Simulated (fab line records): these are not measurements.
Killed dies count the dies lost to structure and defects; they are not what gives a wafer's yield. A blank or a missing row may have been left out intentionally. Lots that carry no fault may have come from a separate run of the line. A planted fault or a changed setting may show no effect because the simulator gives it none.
fab line records | flow n5Finfet | part 1 of 2: steps 1 to 4 of 6
record: lots: 23 wafers: 69 lastDay: 20
route steps=1938 shown FIN_SAQP@148 FIN_CUT@173 STI_FIN_REVEAL@183 DUMMY_GATE@241
lots untouched by any fault: they come from a run of this same line in which no faults occurred
startH: the number of hours between the record's first day and the start of the first shown wafer of the lot | waitH: how many hours have passed since the lot's step before this one | " as in the row above | L1.1+2: a single row standing in for several wafers | - no value present, or no start provided | * or withheld: withheld | < > ~ a bound
route shown NAME@n: NAME is a module with steps in the file, n the number in the route of the first one | usual: mean/standard deviation taken from wafers without a fault | same: alike in all rows | chamber/n: place in a boat | sites: each site's reading | _std_site: how widely they spread, as a standard deviation | _edge_site: outer sites' mean less inner sites' | radiusMm: for every site, how far away it sits from the centre of the wafer | mask NAME#n: copy n | behind: tool/chamber where the wafer was last shaped | hold: what put the lot on hold/how long, in hours/how the hold closed | device: transistor that didn't switch, given as n, p or np | end of line: the route-end tests of the same wafers | a step with no rows: only its recipe | killed: at the first sort, the dies lost to defects and structure; wafer yield is something else | map: dies across one wafer; x = killed, . = not, _ = none there
set.NAME: the setting as run; set.NAME@STEP: as run at that earlier step | model.NAME: the simulator's own value behind a step, which no gauge read
one table for each step of the route and one row for each wafer, over a sample of lots
services: when a tool's chamber went out of use (startH, in hours from the record's first day, below 0 if earlier), for how many hours, and the reason
== steps ==
step: N5_FIN_SAQP_CD_MEAS_37
recipe: targetCdNm: 8 polarity: line
usual: cdNm: 8.13/0.23
columns lot.wafer tool chamber startH waitH cdNm
L074.2 cdSem-01 - 26.95 0.1 7.60
L074.3 " - " " 8.13
L074.5 " - " " 8.10
L075.1 cdSem-03 - 34.24 0.1 8.24
L075.5 " - " " 7.81
L075.6 " - " " 7.95
L076.2 cdSem-02 - 37.66 0.1 8.24
L076.3 " - " " 8.21
L076.5 " - " " 7.92
L077.4 cdSem-02 - 44.22 0.1 8.06
L077.5 " - " " 8.02
L077.6 " - " " 8.22
L078.1 cdSem-03 - 49.91 0.1 8.05
L078.2 " - " " 7.87
L078.6 " - " " 7.97
L079.3 cdSem-02 - 57.00 0.1 8.33
L079.5 " - " " 7.99
L079.6 " - " " 8.03
L080.3 cdSem-01 - 63.26 0.1 8.33
L080.4 " - " " 7.88
L080.6 " - " " 8.24
L081.2 cdSem-03 - 69.69 0.1 8.16
L081.5 " - " " 7.95
L081.6 " - " " 7.86
L082.2 cdSem-03 - 75.01 0.1 8.62
L082.4 " - " " 7.84
L082.5 " - " " 7.89
L083.2 cdSem-01 - 81.84 0.1 8.10
L083.5 " - " " 8.11
L083.6 " - " " 8.18
L084.1 cdSem-01 - 87.87 0.1 8.13
L084.3 " - " " 7.87
L084.4 " - " " 8.29
L085.1 cdSem-03 - 92.15 0.1 7.75
L085.2 " - " " 8.72
L085.5 " - " " 8.34
L086.2 cdSem-02 - 98.91 0.1 7.97
L086.4 " - " " 8.31
L086.6 " - " " 8.08
L087.2 cdSem-01 - 104.72 0.1 8.21
L087.5 " - " " 8.66
L087.6 " - " " 7.92
L088.1 cdSem-03 - 109.63 0.1 7.76
L088.2 " - " " 8.18
L088.4 " - " " 8.09
L089.1 cdSem-02 - 117.08 0.1 8.30
L089.2 " - " " 7.92
L089.6 " - " " 8.24
L091.2 cdSem-03 - 129.15 0.1 8.32
L091.4 " - " " 7.91
L091.6 " - " " 7.73
L092.3 cdSem-01 - 135.39 0.1 8.26
L092.4 " - " " 8.20
L092.5 " - " " 8.01
L093.1 cdSem-01 - 140.53 0.1 8.43
L093.2 " - " " 7.84
L093.5 " - " " 8.03
L094.2 cdSem-01 - 146.49 0.1 8.31
L094.3 " - " " 7.96
L094.5 " - " " 7.94
L095.1 cdSem-02 - 152.73 0.1 8.12
L095.4 " - " " 8.14
L095.5 " - " " 8.45
L096.1 cdSem-02 - 158.09 0.1 7.87
L096.4 " - " " 7.83
L096.6 " - " " 7.90
L097.1 cdSem-01 - 163.70 0.1 8.00
L097.4 " - " " 8.48
L097.6 " - " " 8.11
step: N5_FIN_CUT_CUT_ETCH_26
recipe: chemistry: CH3F/O2 target: SiNx targetDepthA: 390 maskMaterial: SOC timeS: 55.7 pressureMtorr: 30 sourceW: 395 biasW: 73 Ar_flow_sccm: 150 CH3F_flow_sccm: 30 O2_flow_sccm: 20 ionEnergyEv: 120
usual: drypumpMotorCurrentA: 5.5/0.45 mfcArSccm: 150.0/0.44 oesProductAu: 0.75/0.058 rfVppV: 298/3.1 showerheadPlenumPTorr: 2.03/0.069 throttleValvePct: 16.38/0.21
columns lot.wafer tool chamber startH waitH drypumpMotorCurrentA mfcArSccm oesProductAu rfHoursCounterH rfVppV showerheadPlenumPTorr throttleValvePct
L074.2 rieDiel-04 3 28.06 0.0 5.6 149.4 0.80 95 296 2.02 16.14
L074.3 " 1 " " 6.1 149.8 0.71 187 295 1.91 16.40
L074.5 " 1 " " 6.1 148.8 0.71 - 294 1.91 16.40
L075.1 rieDiel-02 3 35.34 0.0 5.5 150.3 0.87 38 300 2.12 16.04
L075.5 " 0 " " 5.1 150.1 0.73 - 301 2.08 16.43
L075.6 " 3 " " 5.5 150.1 0.87 - 300 2.12 16.05
L076.2 rieDiel-02 1 38.78 0.0 5.0 150.4 0.79 107 295 2.11 16.09
L076.3 " 3 " " 5.5 149.9 0.87 39 300 2.12 16.04
L076.5 " 0 " " 5.1 149.6 0.72 - 301 2.08 16.43
L077.4 rieDiel-02 2 45.20 0.0 4.8 149.6 0.90 34 299 2.13 16.66
L077.5 " 1 " " 5.0 150.7 0.80 - 295 2.11 16.10
L077.6 " 0 " " 5.0 149.9 0.72 - 302 2.08 16.43
L078.1 rieDiel-02 1 50.91 0.0 5.0 150.2 0.79 110 297 2.11 16.11
L078.2 " 2 " " 4.8 150.1 0.89 36 299 2.13 16.67
L078.6 " 0 " " 5.0 150.4 0.71 - 302 2.08 16.42
L079.3 rieDiel-02 0 58.20 0.0 5.0 150.7 0.72 161 302 2.08 16.43
L079.5 " 2 " " 4.8 150.0 0.90 - 299 2.12 16.66
L079.6 " 3 " " 5.5 149.4 0.86 - 298 2.12 16.04
L080.3 rieDiel-04 0 64.46 0.0 6.1 150.4 0.72 211 304 2.06 16.63
L080.4 " 1 " " 6.1 150.2 0.71 197 295 1.91 16.42
L080.6 " 0 " " 6.1 150.1 0.72 - 303 2.06 16.65
L081.2 rieDiel-04 2 70.70 0.0 5.5 150.6 0.74 157 299 2.00 16.40
L081.5 " 1 " " 6.1 149.9 0.70 - 297 1.90 16.41
L081.6 " 0 " " 6.1 150.2 0.71 - 302 2.06 16.63
L082.2 rieDiel-04 2 76.00 0.0 5.5 149.6 0.74 158 299 2.00 16.40
L082.4 " 1 " " 6.1 149.2 0.70 201 294 1.90 16.43
L082.5 " 0 " " 6.1 150.3 0.72 - 304 2.06 16.63
L083.2 rieDiel-01 2 82.83 0.0 5.0 149.3 0.78 122 293 2.01 16.41
L083.5 " 2 " " 5.0 150.2 0.78 - 294 2.01 16.43
L083.6 " 3 " " 4.6 150.5 0.78 - 298 2.09 16.18
L084.1 rieDiel-04 1 88.97 0.0 6.1 149.9 0.69 205 295 1.90 16.43
L084.3 " 0 " " 6.1 150.6 0.71 219 303 2.06 16.64
L084.4 " 0 " " 6.1 150.7 0.71 - 303 2.06 16.65
L085.1 rieDiel-04 3 93.23 0.0 5.7 149.7 0.80 112 296 2.01 16.19
L085.2 " 1 " " 6.1 149.8 0.70 206 296 1.90 16.43
L085.5 " 3 " " 5.7 149.5 0.79 - 297 2.01 16.18
L086.2 rieDiel-04 0 100.50 0.0 6.1 149.5 0.71 223 303 2.06 16.64
L086.4 " 2 " " 5.5 150.2 0.73 166 297 1.99 16.41
L086.6 " 2 " " 5.5 150.0 0.74 - 299 1.99 16.43
L087.2 rieDiel-04 2 105.72 0.0 5.5 150.3 0.74 168 299 1.99 16.41
L087.5 " 2 " " 5.5 150.6 0.73 - 299 1.99 16.41
L087.6 " 1 " " 6.1 150.2 0.70 - 295 1.90 16.44
L088.1 rieDiel-04 3 110.63 0.0 5.6 150.5 0.79 116 296 2.01 16.19
L088.2 " 1 " " 6.1 149.7 0.69 212 295 1.90 16.43
L088.4 " 2 " " 5.5 150.7 0.74 169 300 1.99 16.42
L089.1 rieDiel-04 3 118.08 0.0 5.7 149.6 0.78 118 296 2.01 16.18
L089.2 " 1 " " 6.1 149.9 0.69 214 295 1.90 16.44
L089.6 " 1 " " 6.1 150.3 0.68 - 295 1.90 16.45
L091.2 rieDiel-04 1 130.14 0.0 6.1 149.0 0.69 219 295 1.90 16.46
L091.4 " 2 " " 5.5 149.1 0.73 175 299 1.99 16.44
L091.6 " 2 " " 5.5 148.9 0.73 - 298 1.99 16.43
L092.3 rieDiel-02 2 136.37 0.0 4.8 149.8 0.86 61 297 2.12 16.70
L092.4 " 0 " " 5.1 149.6 0.70 182 300 2.07 16.48
L092.5 " 2 " " 4.8 149.9 0.85 - 297 2.12 16.71
L093.1 rieDiel-02 3 141.52 0.0 5.5 150.3 0.83 70 299 2.11 16.07
L093.2 " 0 " " 5.0 150.1 0.69 184 302 2.07 16.49
L093.5 " 0 " " 5.0 150.4 0.70 - 301 2.07 16.46
L094.2 rieDiel-01 3 147.48 0.0 4.7 150.3 0.75 161 298 2.08 16.22
L094.3 " 1 " " 5.8 150.1 0.70 222 300 2.06 16.65
L094.5 " 0 " " 5.5 150.6 0.76 - 301 2.09 16.12
L095.1 rieDiel-01 2 153.84 0.0 5.0 149.6 0.76 147 292 2.00 16.48
L095.4 " 3 " " 4.7 149.8 0.74 163 298 2.08 16.24
L095.5 " 1 " " 5.8 149.6 0.71 - 300 2.06 16.65
L096.1 rieDiel-04 1 159.08 0.0 6.1 150.1 0.68 227 295 1.90 16.48
L096.4 " 3 " " 5.6 149.8 0.78 130 295 2.01 16.21
L096.6 " 1 " " 6.1 150.7 0.69 - 294 1.90 16.48
L097.1 rieDiel-01 1 164.71 0.0 5.8 150.1 0.69 226 301 2.06 16.66
L097.4 " 0 " " 5.5 149.8 0.76 140 299 2.08 16.14
L097.6 " 3 " " 4.6 149.2 0.73 - 297 2.08 16.24
step: N5_STI_FIN_REVEAL_ALD_00
recipe: material: SiO2 targetThkA: 10 tempC: 300 aldPrecursorFamily: BDEAS aldCoReactant: O2-plasma pulseTimeS: 1 pressureTorr: 2
usual: heaterPowerW: 463/43 precursorPulseHeightRel: 0.997/0.021
columns lot.wafer tool chamber startH waitH heaterPowerW precursorPulseHeightRel
L074.2 aldSin-04 2 28.60 0.0 431 1.006
L074.3 " 3 " " 415 1.003
L074.5 " 0 " " 492 1.009
L075.1 aldSin-03 1 35.87 0.0 493 1.013
L075.5 " 1 " " 488 0.986
L075.6 " 0 " " 490 0.944
L076.2 aldSin-04 2 39.45 0.0 424 0.988
L076.3 " 0 " " 496 0.974
L076.5 " 0 " " 481 0.997
L077.4 aldSin-01 0 46.90 1.2 469 0.978
L077.5 " 2 " " 407 1.012
L077.6 " 3 " " 510 0.980
L078.1 aldSin-01 2 52.61 1.1 416 0.986
L078.2 " 1 " " 442 1.001
L078.6 " 2 " " 414 1.022
L079.3 aldSin-04 0 58.76 0.0 491 0.983
L079.5 " 3 " " 414 1.016
L079.6 " 2 " " 422 0.956
L080.3 aldSin-03 2 66.40 1.4 512 0.991
L080.4 " 0 " " 487 1.013
L080.6 " 1 " " 494 0.962
L081.2 aldSin-03 0 71.29 0.0 492 0.968
L081.5 " 0 " " 486 0.993
L081.6 " 1 " " 492 1.011
L082.2 aldSin-03 0 78.55 2.1 488 1.003
L082.4 " 3 " " 498 1.017
L082.5 " 2 " " 508 0.969
L083.2 aldSin-01 3 83.84 0.5 529 0.996
L083.5 " 1 " " 439 0.978
L083.6 " 2 " " 418 0.997
L084.1 aldSin-03 3 89.72 0.1 492 0.995
L084.3 " 1 " " 486 1.025
L084.4 " 0 " " 477 0.999
L085.1 aldSin-04 0 93.87 0.1 488 0.987
L085.2 " 1 " " 386 0.973
L085.5 " 3 " " 416 1.017
L086.2 aldSin-03 2 101.02 0.0 513 1.015
L086.4 " 0 " " 485 0.986
L086.6 " 1 " " 498 1.027
L087.2 aldSin-04 3 106.24 0.0 422 1.021
L087.5 " 3 " " 423 1.023
L087.6 " 1 " " 393 1.023
L088.1 aldSin-04 0 111.14 0.0 509 0.976
L088.2 " 1 " " 385 0.972
L088.4 " 0 " " 505 1.046
L089.1 aldSin-04 2 118.83 0.0 419 0.988
L089.2 " 3 " " 415 0.989
L089.6 " 1 " " 391 0.971
L091.2 aldSin-04 1 131.28 0.7 394 0.987
L091.4 " 0 " " 493 0.961
L091.6 " 0 " " 502 1.003
L092.3 aldSin-04 0 136.88 0.0 500 1.014
L092.4 " 1 " " 392 0.994
L092.5 " 0 " " 496 0.976
L093.1 aldSin-01 0 143.43 1.4 469 1.004
L093.2 " 1 " " 437 0.976
L093.5 " 3 " " 518 0.997
L094.2 aldSin-03 3 148.09 0.0 496 0.990
L094.3 " 2 " " 522 0.988
L094.5 " 1 " " 486 1.002
L095.1 aldSin-03 0 154.67 0.0 490 1.009
L095.4 " 2 " " 518 1.001
L095.5 " 1 " " 483 0.961
L096.1 aldSin-01 0 159.60 0.0 472 1.025
L096.4 " 1 " " 454 0.970
L096.6 " 2 " " 415 1.007
L097.1 aldSin-01 0 166.00 0.8 462 0.951
L097.4 " 1 " " 441 1.020
L097.6 " 2 " " 424 0.987
step: N5_STI_FIN_REVEAL_ETCHBACK_08
recipe: chemistry: C4F6/O2 target: SiO2 targetDepthA: 305 timeS: 10.167 ionEnergyEv: 250 pressureMtorr: 30 sourceW: 345 biasW: 185 Ar_flow_sccm: 300 C4F6_flow_sccm: 10 O2_flow_sccm: 10
usual: drypumpMotorCurrentA: 5.51/0.24 mfcArSccm: 299.8/0.9 oesProductAu: 0.79/0.082 rfVppV: 669/5 showerheadPlenumPTorr: 2.87/0.078 throttleValvePct: 21.13/0.21
columns lot.wafer tool chamber startH waitH drypumpMotorCurrentA mfcArSccm oesProductAu rfHoursCounterH rfVppV showerheadPlenumPTorr throttleValvePct
L074.2 rieDiel-06 2 34.25 0.2 5.29 299.9 0.76 141 675 2.86 20.88
L074.3 " 0 " " 5.54 299.9 0.78 131 666 2.74 21.28
L074.5 " 2 " " 5.27 300.2 0.77 - 675 2.86 20.87
L075.1 rieDiel-03 1 42.24 0.2 5.46 299.8 0.68 254 677 2.91 21.07
L075.5 " 1 " " 5.45 300.6 0.67 - 674 2.91 21.07
L075.6 " 0 " " 5.45 298.2 0.78 - 667 2.87 21.05
L076.2 rieDiel-06 2 45.67 0.2 5.26 300.5 0.77 145 673 2.85 20.87
L076.3 " 1 " " 5.86 302.2 0.86 43 668 2.91 20.73
L076.5 " 0 " " 5.53 300.6 0.78 - 666 2.74 21.29
L077.4 rieDiel-03 3 52.64 0.1 5.29 298.7 0.97 - 669 2.90 21.29
L077.5 " 0 " " 5.47 299.6 0.77 - 667 2.87 21.05
L077.6 " 2 " " 5.63 300.3 0.79 - 658 2.65 21.14
L078.1 rieDiel-05 1 58.30 0.2 5.54 298.6 0.71 210 672 2.93 21.30
L078.2 " 0 " " 5.11 300.6 0.79 120 661 2.97 21.39
L078.6 " 2 " " 5.94 299.9 0.76 - 675 2.86 21.00
L079.3 rieDiel-05 0 64.98 0.1 5.13 301.7 0.78 124 660 2.97 21.39
L079.5 " 1 " " 5.55 299.4 0.71 - 672 2.92 21.29
L079.6 " 0 " " 5.12 299.9 0.78 - 661 2.96 21.40
L080.3 rieDiel-03 3 72.04 0.1 5.28 299.8 0.94 12 668 2.90 21.31
L080.4 " 2 " " 5.60 299.1 0.79 107 660 2.65 21.16
L080.6 " 0 " " 5.44 300.3 0.76 - 668 2.86 21.07
L081.2 rieDiel-05 0 77.67 0.2 5.12 300.5 0.76 129 662 2.96 21.39
L081.5 " 2 " " 5.92 298.9 0.74 - 674 2.85 21.01
L081.6 " 1 " " 5.55 300.4 0.70 - 671 2.92 21.30
L082.2 rieDiel-06 1 84.31 0.2 5.88 299.2 0.83 56 668 2.90 20.75
L082.4 " 3 " " 5.33 302.0 0.83 92 672 2.88 21.23
L082.5 " 2 " " 5.28 298.9 0.75 - 673 2.85 20.92
L083.2 rieDiel-05 1 89.66 0.3 5.52 298.7 0.70 225 672 2.92 21.32
L083.5 " 2 " " 5.89 300.1 0.74 - 674 2.85 21.02
L083.6 " 0 " " 5.13 299.2 0.76 - 660 2.96 21.40
L084.1 rieDiel-06 3 95.43 0.3 5.33 299.0 0.83 96 673 2.88 21.24
L084.3 " 0 " " 5.54 299.5 0.76 151 665 2.74 21.33
L084.4 " 2 " " 5.29 299.6 0.75 161 672 2.85 20.91
L085.1 rieDiel-05 2 99.62 0.3 5.92 300.9 0.74 170 675 2.85 21.02
L085.2 " 3 " " 5.60 300.2 1.00 3 668 2.92 20.98
L085.5 " 0 " " 5.12 300.3 0.76 - 661 2.96 21.41
L086.2 rieDiel-06 1 106.64 0.2 5.86 300.2 0.83 63 669 2.90 20.76
L086.4 " 2 " " 5.24 300.8 0.75 165 672 2.85 20.90
L086.6 " 2 " " 5.27 300.9 0.74 - 673 2.85 20.92
L087.2 rieDiel-05 0 112.03 0.2 5.13 299.7 0.76 143 662 2.96 21.41
L087.5 " 1 " " 5.54 299.6 0.70 - 671 2.92 21.34
L087.6 " 0 " " 5.12 299.7 0.76 - 661 2.96 21.41
L088.1 rieDiel-05 0 116.83 0.2 5.11 301.3 0.75 145 660 2.96 21.43
L088.2 " 2 " " 5.93 298.6 0.74 176 675 2.85 21.04
L088.4 " 1 " " 5.55 299.2 0.69 234 672 2.91 21.35
L089.1 rieDiel-03 3 124.45 0.2 5.34 299.8 0.90 30 668 2.89 21.33
L089.2 " 2 " " 5.62 300.9 0.78 126 658 2.64 21.18
L089.6 " 0 " " 5.46 300.3 0.75 - 668 2.85 21.10
L091.2 rieDiel-06 0 136.93 0.2 5.52 299.1 0.75 166 666 2.73 21.33
L091.4 " 1 " " 5.85 299.5 0.82 71 668 2.89 20.76
L091.6 " 0 " " 5.56 298.2 0.76 - 665 2.73 21.33
L092.3 rieDiel-05 0 142.52 0.1 5.12 299.5 0.75 153 661 2.95 21.43
L092.4 " 2 " " 5.89 298.7 0.73 185 675 2.84 21.04
L092.5 " 2 " " 5.90 298.0 0.73 - 676 2.84 21.04
L093.1 rieDiel-05 1 149.20 0.3 5.54 299.5 0.68 245 672 2.91 21.34
L093.2 " 2 " " 5.91 298.8 0.72 188 674 2.84 21.04
L093.5 " 2 " " 5.90 299.1 0.72 - 673 2.84 21.04
L094.2 rieDiel-03 3 153.72 0.2 5.27 299.3 0.87 40 668 2.89 21.36
L094.3 " 2 " " 5.62 300.1 0.76 137 658 2.63 21.18
L094.5 " 2 " " 5.60 299.5 0.77 - 658 2.63 21.19
L095.1 rieDiel-06 1 160.29 0.2 5.87 301.8 0.81 79 669 2.89 20.77
L095.4 " 3 " " 5.34 298.9 0.80 120 672 2.87 21.27
L095.5 " 3 " " 5.34 300.1 0.80 - 672 2.87 21.29
L096.1 rieDiel-03 1 165.45 0.4 5.45 300.4 0.90 35 673 2.89 20.75
L096.4 " 2 " " 5.62 300.5 0.77 140 658 2.63 21.20
L096.6 " 1 " " 5.46 299.9 0.90 - 674 2.89 20.76
L097.1 rieDiel-05 3 171.74 0.2 5.59 299.3 0.91 29 668 2.90 21.02
L097.4 " 2 " " 5.91 299.0 0.71 - 675 2.84 21.05
L097.6 " 0 " " 5.12 298.3 0.74 - 662 2.95 21.45
